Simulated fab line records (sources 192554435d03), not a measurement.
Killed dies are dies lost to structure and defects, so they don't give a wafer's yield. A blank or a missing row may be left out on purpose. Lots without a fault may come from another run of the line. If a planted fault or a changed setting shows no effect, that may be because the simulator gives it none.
Lot-split experiment	flow n5_finfet	route with 1938 steps; 7 lots, 21 wafers read

## ON THE SPLIT
At N5_BEOL_M0_ETCH_109 (etches SiCN in CH3F/O2, target depth 8 nm, overetch 2.4 nm, time 27.4 s), the setting bias_w was moved away from the recipe's 75 W on 3 of the 21 wafers read, by -17.2% to +11.1%. For the rest of the wafers, this setting stayed at what the recipe calls for.

The split's own step is where the reading is taken.

## THE READING
rf_vpp_V, in V, at N5_BEOL_M0_ETCH_109 (etches SiCN in CH3F/O2, target depth 8 nm, overetch 2.4 nm, time 27.4 s). A value of 297.3 V with a standard deviation of 1.9 V is what fault-free wafers of this fab line usually give.

wafer	tool, chamber at the split	bias_w as run, W	against the recipe	rf_vpp_V, V	against lot-mates on the recipe
L078.4	rie_diel-04, 2	75	recipe	299.4	-
L078.5	rie_diel-04, 0	75	recipe	294.9	-
L078.6	rie_diel-04, 1	75	recipe	300.6	-
L080.3	rie_diel-04, 0	75	recipe	296.6	-
L080.4	rie_diel-04, 1	75	recipe	298.8	-
L080.5	rie_diel-04, 1	75	recipe	301.6	-
L081.1	rie_diel-04, 0	75	recipe	297.2	-
L081.2	rie_diel-04, 3	83.29	+11.1%	319.6	+22.4
L081.5	rie_diel-04, 2	83.29	+11.1%	317.9	+20.7
L084.1	rie_diel-01, 1	75	recipe	297.3	-
L084.4	rie_diel-01, 2	75	recipe	296.4	-
L084.5	rie_diel-01, 2	75	recipe	297.0	-
L093.1	rie_diel-04, 0	62.1	-17.2%	262.4	-37.4
L093.3	rie_diel-04, 3	75	recipe	300.1	-
L093.6	rie_diel-04, 1	75	recipe	299.4	-
L096.3	rie_diel-03, 0	75	recipe	296.6	-
L096.4	rie_diel-03, 1	75	recipe	295.9	-
L096.5	rie_diel-03, 1	75	recipe	297.8	-
L097.1	rie_diel-01, 3	75	recipe	294.2	-
L097.3	rie_diel-01, 2	75	recipe	297.1	-
L097.6	rie_diel-01, 3	75	recipe	296.9	-

FIT RESULTS
A straight line over all 21 wafers: rf_vpp_V changes by +1.99 V for each +1% of bias_w; r = +0.98; the points scatter about the line by 1.9 V.
The same after taking each lot's own level away (the mean of its wafers on the recipe; 21 wafers): +2.07 V for each +1%; r = +0.99; scatter 1.5 V.
According to that fit, moving bias_w by its largest amount changes the reading by 36 V.
Measured against the standard deviation above, the lots' own levels, which go from 296.07 to 299.75 V, span 1.9 times it.
So the lot-to-lot level changes the slope little: the two slopes agree.
Check: for one of the wafers moved furthest among these (-17.2%), held out of the fit, the line's prediction against its lot-mates is -33.5 V. It came out at -37.4 V against them.
Tool readings at the split's step, against how far the setting was moved: rf_vpp_V r = +0.98.

## FURTHER SPLITS ON THESE WAFERS
Note: prior to the reading, these wafers also went through further splits. Each is held against what the fit with the lots' levels taken away leaves over:
other split on the same wafers	wafers away from the commonest value	r with rf_vpp_V (lot level and that fit taken away)
N5_BEOL_M0_ETCH_128 source_w	6	+0.08

## THE FILE'S OWN FIT
rf_vpp_V changes by +2.11 V for each +1% of bias_w, r = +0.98.
